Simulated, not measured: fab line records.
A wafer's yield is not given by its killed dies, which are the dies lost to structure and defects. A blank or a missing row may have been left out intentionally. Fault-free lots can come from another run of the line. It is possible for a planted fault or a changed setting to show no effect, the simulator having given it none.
fab line records :: flow n5-finfet
record
  lots=3
  wafers=9
  last-day=17
route steps=1938 shown BEOL_M7@1323 BEOL_M8@1332 PASSIVATION@1936
lots that met no fault: from a run of the same line without faults
start-h: hours from the record's first day to the start of the lot's first wafer shown :: wait-h: hours elapsed since this lot's preceding step :: " same as the row above :: L1.1+2: one row covering several wafers at once :: - no value present, or no start provided :: * or withheld: withheld :: < > ~ a bound
route shown NAME@n: a module of which the file shows steps, and the number in the route of the first :: usual: average and standard deviation across the fault-free wafers :: same: alike in all rows :: chamber/n: place in a boat :: sites: per-site readings :: _std_site: the standard deviation of these :: _edge_site: the outer-site mean with the inner-site mean subtracted :: radius-mm: for every site, how far away it sits from the centre of the wafer :: mask NAME#n: copy n :: behind: tool/chamber where the wafer was last shaped :: hold: what put the lot on hold/how long, in hours/how the hold closed :: device: names the non-switching transistor (n, p or np) :: end of line: tests run on the same wafers once the route is complete :: a step with no rows: only its recipe :: killed: dies lost to structure and defects at the first sort, not the wafer's yield :: map: a wafer's dies, marking killed ones x, the rest . and places with no die _
set.NAME: the run value of the setting; set.NAME@STEP: its run value at that earlier step :: model.NAME: the simulator's own value behind a step, which no gauge read
a table for each step, a row for each wafer; lots at some steps of the route
services: the hour from which a tool's chamber was out of use, counted from the record's first day as start-h (under 0 if before that day), plus the number of hours and why
## steps
# step N5_BEOL_M7_SPUTTER_48
# recipe
  material=Cu
  target-thk-a=100
  temp-c=-20
  bias-v=60
  power-w=26000
  chamber-pressure-pa=0.13
  time-s=1.667
# step N5_BEOL_M7_ECD_50
# recipe
  material=Cu
  target-thk-a=3000
# step N5_BEOL_M7_ANNEAL_51
# recipe
  temp-c=225
  time-s=90
  ambient=N2
# step N5_BEOL_M7_CMP_52
# recipe
  stop-on=SiCOH_lowk
  t-overpolish-s=6.9
  down-force-psi=1
  platen-rpm=50
  clearing-platen-down-force-psi=1.5
  clearing-platen-rpm=50
  post-cmp-clean=cu-alkaline
  target-thk-nm=80
  clearing-platen-pad-velocity-m-s=0.99484
  pad-velocity-m-s=0.99484
# step N5_BEOL_M7_PRE_CLEAN_55
# recipe
  gas=NH3
  time-s=15
  temp-c=withheld
  rf-power-w=300
# step N5_BEOL_M7_DEP_56
# recipe
  material=SiCN
  target-thk-a=100
  temp-c=withheld
  precursor=3MS/NH3
  pressure-torr=3
  rf-w=202
  time-s=17.5
# step N5_BEOL_M8_ILD_DEP_00
# recipe
  material=SiCOH_lowk
  target-thk-a=1797.5
  temp-c=300
  precursor=DEMS/porogen
  pressure-torr=5
  rf-w=500
  time-s=33.4
# step N5_BEOL_M8_CURE_74
# recipe
  temp-c=385
  time-s=240
  ambient=He/Ar
  material=SiCOH_lowk
# step N5_BEOL_M8_PECVD_70
# recipe
  material=SiO2
  target-thk-a=200
  temp-c=400
  precursor=TEOS/O2
  pressure-torr=5.5
  rf-w=450
  teos-flow-sccm=53.8
  gas=O2
  flow-sccm=3000
  time-s=22.7
# usual
  chamber-pressure-Torr=5.501/0.012
  heater-power-w=738/110
  showerhead-plenum-p-Torr=8.79/0.03
  throttle-valve-pct=22.2/0.58
lot.wafer: L271.1
tool: pecvd-01
chamber: 0
start-h: 218.55
wait-h: 0.0
chamber-pressure-Torr: 5.504
heater-power-w: 806
showerhead-plenum-p-Torr: 8.78
throttle-valve-pct: 22.4

lot.wafer: L271.2
tool: pecvd-01
chamber: 2
start-h: 218.55
wait-h: 0.0
chamber-pressure-Torr: 5.503
heater-power-w: 690
showerhead-plenum-p-Torr: 8.82
throttle-valve-pct: 21.8

lot.wafer: L271.3
tool: pecvd-01
chamber: 1
start-h: 218.55
wait-h: 0.0
chamber-pressure-Torr: 5.470
heater-power-w: 655
showerhead-plenum-p-Torr: 8.74
throttle-valve-pct: 22.6

lot.wafer: L280.2
tool: pecvd-01
chamber: 1
start-h: 268.46
wait-h: 0.0
chamber-pressure-Torr: 5.495
heater-power-w: 687
showerhead-plenum-p-Torr: 8.75
throttle-valve-pct: 22.6

lot.wafer: L280.3
tool: pecvd-01
chamber: 0
start-h: 268.46
wait-h: 0.0
chamber-pressure-Torr: 5.507
heater-power-w: 929
showerhead-plenum-p-Torr: 8.78
throttle-valve-pct: 22.1

lot.wafer: L280.4
tool: pecvd-01
chamber: 2
start-h: 268.46
wait-h: 0.0
chamber-pressure-Torr: 5.495
heater-power-w: 708
showerhead-plenum-p-Torr: 8.80
throttle-valve-pct: 21.6

lot.wafer: L291.2
tool: pecvd-03
chamber: 0
start-h: 335.03
wait-h: 0.0
chamber-pressure-Torr: 5.504
heater-power-w: 754
showerhead-plenum-p-Torr: 8.80
throttle-valve-pct: 22.4

lot.wafer: L291.3
tool: pecvd-03
chamber: 2
start-h: 335.03
wait-h: 0.0
chamber-pressure-Torr: 5.500
heater-power-w: 562
showerhead-plenum-p-Torr: 8.76
throttle-valve-pct: 21.8

lot.wafer: L291.4
tool: pecvd-03
chamber: 0
start-h: 335.03
wait-h: 0.0
chamber-pressure-Torr: 5.501
heater-power-w: 770
showerhead-plenum-p-Torr: 8.81
throttle-valve-pct: 22.4
# step N5_BEOL_M8_HM_DEP_02
# recipe
  material=TiN
  target-thk-a=200
  temp-c=25
  chamber-pressure-pa=0.49996
# step N5_BEOL_M8_COAT_59
# recipe
  resist=SOC
  temp-c=250
  time-s=60
  spin-rpm=1500
  resist-thk-nm=100
# step N5_BEOL_M8_COAT_60
# recipe
  resist=SiARC
  temp-c=220
  time-s=60
  spin-rpm=1500
  resist-thk-nm=35
# step N5_BEOL_M8_COAT_05
# recipe
  resist=CAR-ArF
  spin-rpm=1500
  resist-thk-nm=90
# step N5_BEOL_M8_EBR_07
# recipe
  solvent=PGMEA
  ebr-width-mm=1.5
# step N5_BEOL_M8_SOFTBAKE_06
# recipe
  temp-c=110
  time-s=60
  resist=CAR-ArF
# step N5_BEOL_M8_EXPOSE_08
# recipe
  mask-id=M8
  na=1.35
  source-shape=dipole
  sigma-inner=0.817
  sigma-outer=0.97
  polarization=te
  dose-mj=68.25
# step N5_BEOL_M8_PEB_09
# recipe
  peb-temp-c=withheld
  peb-time-s=60
  resist=CAR-ArF
# step N5_BEOL_M8_DEVELOP_10
# recipe
  develop-time-s=30
  developer=TMAH
  resist=CAR-ArF
  rinse-liquid=diw
  dry=air-spin
  dev-temp-c=23
# step N5_BEOL_M8_DESCUM_16
# recipe
  chemistry=O2
  time-s=7.9
  source-power-w=50
  bias-power-w=20
  pressure-mtorr=20
  rf-frequency-hz=2.712e+07
  temp-c=40
  resist=CAR-ArF
  o2-flow-sccm=225
# step N5_BEOL_M8_ETCH_61
# recipe
  chemistry=CF4
  target=SiARC
  target-depth-a=455
  mask-material=CAR-ArF
  time-s=75.8
  ion-energy-ev=80
  pressure-mtorr=40
  source-w=545
  bias-w=36
  Ar_flow_sccm=100
  cf4-flow-sccm=100
  ends=cleared
# step N5_BEOL_M8_ETCH_62
# recipe
  chemistry=N2/H2
  target=SOC
  target-depth-a=1100
  overetch-a=220
  mask-material=SiARC
  temp-c=40
  time-s=165
  ion-energy-ev=200
  pressure-mtorr=30
  source-w=840
  bias-w=150
  n2-flow-sccm=200
  h2-flow-sccm=200
# step N5_BEOL_M8_STRIP_68
# recipe
  chemistry=N2/H2
  temp-c=40
  n2-flow-sccm=200
  h2-flow-sccm=200
  rf-frequency-hz=6e+07
# step N5_BEOL_M8_STRIP_67
# recipe
  chemistry=CF4
  resist=SiARC
  power-w=300
  bias-power-w=75
  pressure-mtorr=50
  cf4-flow-sccm=150
  rf-frequency-hz=6e+07
# step N5_BEOL_M8_HM_OPEN_17
# recipe
  chemistry=Cl2/BCl3
  target-depth-a=200
  overetch-a=60
  target=TiN
  mask-material=SOC
  ion-energy-ev=150
  pressure-mtorr=10
  icp-w=1000
  bias-w=126
  Cl2_flow_sccm=53.25
  bcl3-flow-sccm=21.75
  Ar_flow_sccm=25
# step N5_BEOL_M8_STRIP_19
# recipe
  chemistry=O2
  power-w=400
  temp-c=40
  pressure-mtorr=30
  rf-frequency-hz=6e+07
  bias-power-w=0
  overash-fraction=0.2
  o2-flow-sccm=225
# step N5_BEOL_M8_COAT_63
# recipe
  resist=SOC
  temp-c=250
  time-s=60
  spin-rpm=1500
  resist-thk-nm=60
# step N5_BEOL_M8_COAT_64
# recipe
  resist=SiARC
  temp-c=220
  time-s=60
  spin-rpm=1500
  resist-thk-nm=12
# step N5_BEOL_M8_COAT_71
# recipe
  resist=underlayer
  temp-c=205
  time-s=60
  spin-rpm=1500
  resist-thk-nm=5
# step N5_BEOL_M8_COAT_22
# recipe
  resist=CAR-EUV
  spin-rpm=1500
  resist-thk-nm=30
# step N5_BEOL_M8_EBR_24
# recipe
  solvent=PGMEA
  ebr-width-mm=1.5
# step N5_BEOL_M8_SOFTBAKE_23
# recipe
  temp-c=110
  time-s=60
  resist=CAR-EUV
# step N5_BEOL_M8_EXPOSE_25
# recipe
  mask-id=V7
  na=0.33
  source-shape=annular
  sigma-inner=0.4
  sigma-outer=0.8
  polarization=unpolarized
  target-cd-nm=40
  dose-mj=42.5
# step N5_BEOL_M8_PEB_26
# recipe
  peb-temp-c=100
  peb-time-s=60
  resist=CAR-EUV
# step N5_BEOL_M8_DEVELOP_27
# recipe
  develop-time-s=30
  developer=TMAH
  resist=CAR-EUV
  rinse-liquid=surfactant-rinse
  dry=air-spin
  dev-temp-c=23
# step N5_PASSIVATION_PROBE_49
# usual
  defect-limited-yield=91.1/1.4
  killed_at_M0_to_M3=32/9.3
  killed_at_M4_up=13/5.8
  killed-at-contacts=12/6.3
  killed-at-front-end=44/12
  killed-at-other=3.6/2.7
  killed-dies=104/17
  killed-on-rim=14/3.9
  killed-open=69/13
  killed-short=34/6.9
  sort_bin_5_function=5.2/0.98
  sort_bin_6_memory=3.3/0.59
  sort-n-pass=1075/17
  sort-yield-pct=91.1/1.4
# same
  gross-dies=1180
  killed-at-back-side=0
  sort_bin_4_leakage[%]=0
  sort_bin_8_speed[%]=0
lot.wafer: L271.1
tool: prober-01
chamber: -
start-h: 287.94
wait-h: 0.0
defect-limited-yield[%]: 89.7
killed_at_M0_to_M3: 36
killed_at_M4_up: 16
killed-at-contacts: 8
killed-at-front-end: 55
killed-at-other: 6
killed-dies: 121
killed-on-rim: 12
killed-open: 86
killed-short: 34
sort_bin_5_function[%]: 5.6
sort_bin_6_memory[%]: 4.4
sort-n-pass: 1059
sort-yield-pct[%]: 89.7

lot.wafer: L271.2
tool: prober-01
chamber: -
start-h: 287.99
wait-h: 0.1
defect-limited-yield[%]: 88.8
killed_at_M0_to_M3: 45
killed_at_M4_up: 15
killed-at-contacts: 13
killed-at-front-end: 54
killed-at-other: 5
killed-dies: 132
killed-on-rim: 19
killed-open: 80
killed-short: 50
sort_bin_5_function[%]: 6.8
sort_bin_6_memory[%]: 3.7
sort-n-pass: 1048
sort-yield-pct[%]: 88.8

lot.wafer: L271.3
tool: prober-01
chamber: -
start-h: 288.04
wait-h: 0.1
defect-limited-yield[%]: 90.3
killed_at_M0_to_M3: 39
killed_at_M4_up: 9
killed-at-contacts: 9
killed-at-front-end: 53
killed-at-other: 4
killed-dies: 114
killed-on-rim: 12
killed-open: 65
killed-short: 49
sort_bin_5_function[%]: 4.8
sort_bin_6_memory[%]: 4.6
sort-n-pass: 1066
sort-yield-pct[%]: 90.3

lot.wafer: L280.2
tool: prober-02
chamber: -
start-h: 340.37
wait-h: 0.1
defect-limited-yield[%]: 88.2
killed_at_M0_to_M3: 45
killed_at_M4_up: 35
killed-at-contacts: 11
killed-at-front-end: 46
killed-at-other: 2
killed-dies: 139
killed-on-rim: 31
killed-open: 76
killed-short: 38
sort_bin_5_function[%]: 6.7
sort_bin_6_memory[%]: 2.8
sort-n-pass: 1041
sort-yield-pct[%]: 88.2

lot.wafer: L280.3
tool: prober-02
chamber: -
start-h: 340.42
wait-h: 0.1
defect-limited-yield[%]: 91.2
killed_at_M0_to_M3: 28
killed_at_M4_up: 13
killed-at-contacts: 7
killed-at-front-end: 49
killed-at-other: 7
killed-dies: 104
killed-on-rim: 12
killed-open: 63
killed-short: 39
sort_bin_5_function[%]: 5.3
sort_bin_6_memory[%]: 3.0
sort-n-pass: 1076
sort-yield-pct[%]: 91.2

lot.wafer: L280.4
tool: prober-02
chamber: -
start-h: 340.47
wait-h: 0.2
defect-limited-yield[%]: 93.6
killed_at_M0_to_M3: 14
killed_at_M4_up: 9
killed-at-contacts: 16
killed-at-front-end: 33
killed-at-other: 4
killed-dies: 76
killed-on-rim: 10
killed-open: 42
killed-short: 33
sort_bin_5_function[%]: 3.7
sort_bin_6_memory[%]: 2.2
sort-n-pass: 1104
sort-yield-pct[%]: 93.6

lot.wafer: L291.2
tool: prober-01
chamber: -
start-h: 418.82
wait-h: 0.1
defect-limited-yield[%]: 92.0
killed_at_M0_to_M3: 36
killed_at_M4_up: 9
killed-at-contacts: 13
killed-at-front-end: 35
killed-at-other: 1
killed-dies: 94
killed-on-rim: 10
killed-open: 66
killed-short: 28
sort_bin_5_function[%]: 4.3
sort_bin_6_memory[%]: 3.2
sort-n-pass: 1086
sort-yield-pct[%]: 92.0

lot.wafer: L291.3
tool: prober-01
chamber: -
start-h: 418.87
wait-h: 0.1
defect-limited-yield[%]: 91.5
killed_at_M0_to_M3: 28
killed_at_M4_up: 9
killed-at-contacts: 9
killed-at-front-end: 48
killed-at-other: 6
killed-dies: 100
killed-on-rim: 10
killed-open: 75
killed-short: 25
sort_bin_5_function[%]: 5.1
sort_bin_6_memory[%]: 3.1
sort-n-pass: 1080
sort-yield-pct[%]: 91.5

lot.wafer: L291.4
tool: prober-01
chamber: -
start-h: 418.92
wait-h: 0.2
defect-limited-yield[%]: 92.5
killed_at_M0_to_M3: 31
killed_at_M4_up: 10
killed-at-contacts: 17
killed-at-front-end: 30
killed-at-other: 1
killed-dies: 89
killed-on-rim: 19
killed-open: 59
killed-short: 30
sort_bin_5_function[%]: 4.4
sort_bin_6_memory[%]: 3.1
sort-n-pass: 1091
sort-yield-pct[%]: 92.5
# killed by level:class
L271.1 FIN_SAQP:geometric-particle:open=20 STI_FIN_REVEAL:geometric-particle:open=12 BEOL_M1:geometric-particle:open=10 BEOL_M0:geometric-particle:open=10 FIN_SAQP:geometric-particle:short=8 BEOL_M4:geometric-particle:open=7 MOL_CONTACT_COAG:geometric-particle:open=6 GATE_CUT:geometric-particle:short=5
L271.2 FIN_SAQP:geometric-particle:short=19 FIN_SAQP:geometric-particle:open=11 MOL_CONTACT_COAG:geometric-particle:open=11 BEOL_M0_SAQP:geometric-particle:open=9 BEOL_M0_SAQP:geometric-particle:short=8 BEOL_M1:geometric-particle:open=8 BEOL_M2:geometric-particle:open=8 STI_FIN_REVEAL:geometric-particle:open=6
L271.3 FIN_SAQP:geometric-particle:short=20 FIN_SAQP:geometric-particle:open=15 BEOL_M1:geometric-particle:open=10 BEOL_M0_SAQP:geometric-particle:short=7 MOL_CONTACT_COAG:geometric-particle:open=7 BEOL_M2:geometric-particle:short=7 STI_FIN_REVEAL:geometric-particle:open=6 BEOL_M0_SAQP:geometric-particle:open=6
L280.2 BEOL_M8:area-pecvd=24 STI_FIN_REVEAL:geometric-particle:open=14 MOL_CONTACT_COAG:geometric-particle:open=10 BEOL_M0_SAQP:geometric-particle:open=10 FIN_SAQP:geometric-particle:short=8 FIN_SAQP:geometric-particle:open=7 BEOL_M0_SAQP:geometric-particle:short=7 BEOL_M3:geometric-particle:open=7
L280.3 FIN_SAQP:geometric-particle:open=11 FIN_SAQP:geometric-particle:short=11 STI_FIN_REVEAL:geometric-particle:open=9 MOL_CONTACT_COAG:geometric-particle:open=7 STI_FIN_REVEAL:geometric-particle:short=6 BEOL_M0_SAQP:geometric-particle:open=6 BEOL_M5:geometric-particle:open=5 PASS1_CAP:geometric-particle:short=5
L280.4 MOL_CONTACT_COAG:geometric-particle:open=12 FIN_SAQP:geometric-particle:open=8 FIN_SAQP:geometric-particle:short=8 MOL_CONTACT_COAG:geometric-particle:short=4 BEOL_M0_SAQP:geometric-particle:short=4 STI_FIN_REVEAL:geometric-particle:open=3 PASS1_CAP:geometric-particle:short=3 STARTING-WAFER:geometric-particle:open=3
L291.2 MOL_CONTACT_COAG:geometric-particle:open=8 FIN_SAQP:geometric-particle:open=7 DUMMY_GATE:geometric-particle:open=7 STI_FIN_REVEAL:geometric-particle:open=7 BEOL_M0_SAQP:geometric-particle:short=7 BEOL_M3:geometric-particle:open=7 BEOL_M0_SAQP:geometric-particle:open=6 MOL_CONTACT_COAG:geometric-particle:short=5
L291.3 FIN_SAQP:geometric-particle:open=18 STI_FIN_REVEAL:geometric-particle:open=8 DUMMY_GATE:geometric-particle:open=8 MOL_CONTACT_COAG:geometric-particle:open=6 BEOL_M1:geometric-particle:open=6 FIN_SAQP:geometric-particle:short=5 BEOL_M0_SAQP:geometric-particle:open=5 BEOL_M0_SAQP:geometric-particle:short=5
L291.4 MOL_CONTACT_COAG:geometric-particle:open=13 BEOL_M0_SAQP:geometric-particle:open=9 BEOL_M0_SAQP:geometric-particle:short=8 BEOL_M2:geometric-particle:open=8 FIN_SAQP:geometric-particle:open=6 STI_FIN_REVEAL:geometric-particle:open=6 FIN_SAQP:geometric-particle:short=5 DUMMY_GATE:geometric-particle:open=4
# map L280.2 (x killed, . not)
_________________xx..x...x..x________________
______________.................._____________
___________..x............x......xx__________
__________x........................._________
________..x.......x.......x.x........x_______
_______.x...........x........xx..x.....______
______...xx.....xxx....................._____
_____..x.x......x..x.....................____
____x.....x......x....x..xx..x..........x.___
___.......x.....xx....x......x..x......xx..__
___.xxx..........x..x.....xx.........x....x__
__...x........xx....................x......._
__x........x..x.x.......xx....x.........x..x_
_...........x....x.....x..x............x....x
_............................................
_x............................x..............
_......x............x.........x............x.
_..x.......x......x..x.x.......x..x......x...
_........x........x..x...........x.........xx
_.x.x..............x..........x..............
_..........x......x....................x.....
__.x...........................x..x........x_
__...................x.x...................._
___...x.............x........x............x__
___.......................................x__
____x......................x..x...........___
_____.....x.....................x..x.....____
______..x.......x....x.................._____
_______.......x..........x......x..x...______
________.............................x_______
__________..x.......x....xx....x...._________
___________x.x.............x.......__________
______________....x......x..x..._____________
_________________..x.x..x....________________
# map L271.2 (x killed, . not)
_________________.......x.x..________________
______________x..x.xxx..x......._____________
___________..x.................x...__________
__________.......x..x..x............_________
________.................x....x......._______
_______.x.........x.x.................x______
______..x.....x...xx.......x............_____
_____...........x........x...x.........x.____
____...........................x..........___
___.......................x................__
___.....xx....x............................__
__...xx..xx............x.....x..xx.........._
__..x..........x.x......x.x....x........x..x_
_...............xxxx...................x.....
_...x...............x......x........x......x.
_...........x......x.....x.x....x........x..x
_..x...............xxxx...............x......
_...........xx........x................x...x.
_....x............x..x.x.....................
_...............xxx.....................xx...
_..........x...x......x...................x..
__...............x..........x...........x.xx_
__.....x...........x.x.................x...._
___....x...........x..............xx.....x.__
___.xx..........................x.....x...x__
____.......x............x..x..............___
_____.....x..............................____
______.....................x............_____
_______.....x.x.x......x..x....x....x..______
________x.................x.....x..x.._______
__________.......x.............x..x._________
___________....x..................x__________
______________...........x....x._____________
_________________............________________
## services
tool: pecvd-03
chamber: -
start-h: 196.68
hours: 14.6
kind: pm

tool: pecvd-03
chamber: 2
start-h: 211.28
hours: -
kind: clean

tool: pecvd-03
chamber: 2
start-h: 211.28
hours: -
kind: consumable-replace:showerhead

tool: pecvd-03
chamber: 2
start-h: 211.28
hours: 29.0
kind: scheduled-down

tool: pecvd-03
chamber: 2
start-h: 211.28
hours: 29.0
kind: vent-cycle

tool: pecvd-03
chamber: 1
start-h: 213.11
hours: -
kind: calibration

tool: pecvd-03
chamber: -
start-h: 262.15
hours: 0.7
kind: repair

tool: pecvd-01
chamber: 1
start-h: 288.56
hours: 5.5
kind: scheduled-down

tool: pecvd-01
chamber: 1
start-h: 294.60
hours: 5.9
kind: repair

tool: pecvd-01
chamber: 2
start-h: 323.02
hours: 8.5
kind: repair
## key
first-sign
  step=N5_PASSIVATION_PROBE_49
  reading=killed_at_M4_up
  direction=up
  sigmas=3.9
  usual=13
  struck=35
effect
  step=N5_PASSIVATION_PROBE_49
  reading=killed-on-rim
  direction=up
  sigmas=4.3
  usual=14
  struck=31
met-at N5_BEOL_M8_PECVD_70
struck-wafers L280.2
onset-between 218.55 268.46
fault
  kind=site-profile-drift
  tool=pecvd-01
  chamber=1
  onset-h=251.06
  steps=N5_BEOL_M8_PECVD_70
  basis=fraction
  max-abs-drift=0.52687
  slope-share-per-hr=117.08
  site-pattern=0,0,0,0,0,-1,-1,-1,-1
